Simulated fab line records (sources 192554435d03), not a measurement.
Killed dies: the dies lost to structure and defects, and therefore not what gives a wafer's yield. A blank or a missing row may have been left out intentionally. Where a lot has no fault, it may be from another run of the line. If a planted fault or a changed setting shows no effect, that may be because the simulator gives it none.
One fault through the eyes of 2 desks || flow n5-finfet || what lay behind the numbers comes last; until then each desk has only its own

## THE METROLOGY DESK
Lot by lot, what the gauges showed, no matter which tool ran the lot: averages of those sampled wafers that carry a number. Marked OUT: a lot whose mean sits more than 4 standard deviations from the usual mean, which makes it out of limits; the brackets give that distance. Shown here are 7 of its 10 readings, the ones lying furthest out on some lot.
Columns: A = DIBL_P at N5_BEOL_M4_RC_MEAS_101, usual 37.0 mV/V; B = IOFF_P at N5_BEOL_M4_RC_MEAS_101, usual 0.23 nA/um; C = ION_N at N5_BEOL_M4_RC_MEAS_101, usual 680 uA/um; D = ION_P at N5_BEOL_M4_RC_MEAS_101, usual 466 uA/um; E = SS_P at N5_BEOL_M4_RC_MEAS_101, usual 73.5 mV/dec; F = VT_N at N5_BEOL_M4_RC_MEAS_101, usual 248 mV; G = VT_P at N5_BEOL_M4_RC_MEAS_101, usual -249 mV
{"lot": "L143", "first seen here": "day 9 13:18", "A": 34.9, "B": 0.19, "C": 666, "D": 457, "E": 73.2, "F": 252, "G": -253}
{"lot": "L148", "first seen here": "day 10 16:36", "A": 36.4, "B": 0.28, "C": 683, "D": 477, "E": 74.1, "F": 248, "G": -242}
{"lot": "L160", "first seen here": "day 13 10:54", "A": 36.7, "B": 0.24, "C": 682, "D": 473, "E": 73.1, "F": 245, "G": -246}
This desk's verdict: no lot among the 3 shows anything out of limits.

## THE TOOL OWNER'S DESK: ald-sin-03
The tool's own readings at N5_MOL_CONTACT_COAG_ALD_123 (deposits SiNx, target thk 5 nm, pulse time 1 s, purge time 2 s): means of the sampled wafers that have a number, for each lot that ran on this tool. Marked OUT: a lot whose mean sits more than 4 standard deviations from the usual mean, which makes it out of limits; the brackets give that distance.
Columns: A = heater-power-w at N5_MOL_CONTACT_COAG_ALD_123, usual 798 W; B = precursor-pulse-height-rel at N5_MOL_CONTACT_COAG_ALD_123, usual 0.998
{"lot": "L143", "first seen here": "day 6 17:47", "A": 775, "B": 0.995}
{"lot": "L148", "first seen here": "day 7 19:20", "A": 769, "B": 1.000}
This desk's verdict: no lot among the 2 shows anything out of limits.

## PUT TOGETHER
The metrology desk saw nothing out of limits.
The desk of the tool owner found nothing out of limits.

## WHAT HAD BEEN PUT IN BY THE SIMULATOR
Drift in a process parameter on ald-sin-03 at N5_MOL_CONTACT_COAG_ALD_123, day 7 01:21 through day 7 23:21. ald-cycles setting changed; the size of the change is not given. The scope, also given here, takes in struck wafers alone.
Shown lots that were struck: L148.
